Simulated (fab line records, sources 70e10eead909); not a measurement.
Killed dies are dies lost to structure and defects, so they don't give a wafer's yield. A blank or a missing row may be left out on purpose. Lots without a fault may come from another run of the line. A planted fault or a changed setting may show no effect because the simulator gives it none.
Chamber matching | flow nand_harc | NHARC_P_M1_DEP_33 on pecvd-03: 3 sister chambers
The step deposits SiCN, target thk 30 nm. 3 wafers are shown with their chamber, then 7 later ones without.

WAFERS WITH THEIR CHAMBER
wafer  | chamber | heater_power_w (W)
L089.4 | 0       | 659
L090.1 | 2       | 653
L090.2 | 1       | 590

WAFERS WITHOUT THEIR CHAMBER
wafer  | heater_power_w (W)
L090.3 | 602
L095.1 | 598
L095.4 | 556
L095.5 | 654
L096.4 | 675
L096.5 | 658
L096.6 | 619

WHICH CHAMBER EACH WENT THROUGH
wafer  | from the rows above          | in truth
L090.3 | 1                            | 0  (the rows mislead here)
L095.1 | 1                            | 1
L095.4 | 1                            | 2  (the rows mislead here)
L095.5 | can't be placed: 2 or 0      | 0
L096.4 | can't be placed: 0 or 2      | 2
L096.5 | can't be placed: 0 or 2      | 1
L096.6 | can't be placed: 1 or 2 or 0 | 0
Placed correctly: 1 of 7. Can't be placed from these rows: 4 (the true chamber is among the candidates in 3). Placed wrongly: 2.
How it was worked out, from the rows above alone: a wafer's distance from a chamber is the root of the sum, over the readings, of the square of ((its reading less the chamber's mean) divided by the reading's scatter). The wafer belongs to the nearest chamber; if the next one is less than 2 further off, it can't be placed. A chamber's mean is the mean of its shown wafers. The scatter: with one shown wafer a chamber, the root of the mean of the squares of how far each hidden wafer lies from its nearest shown one.
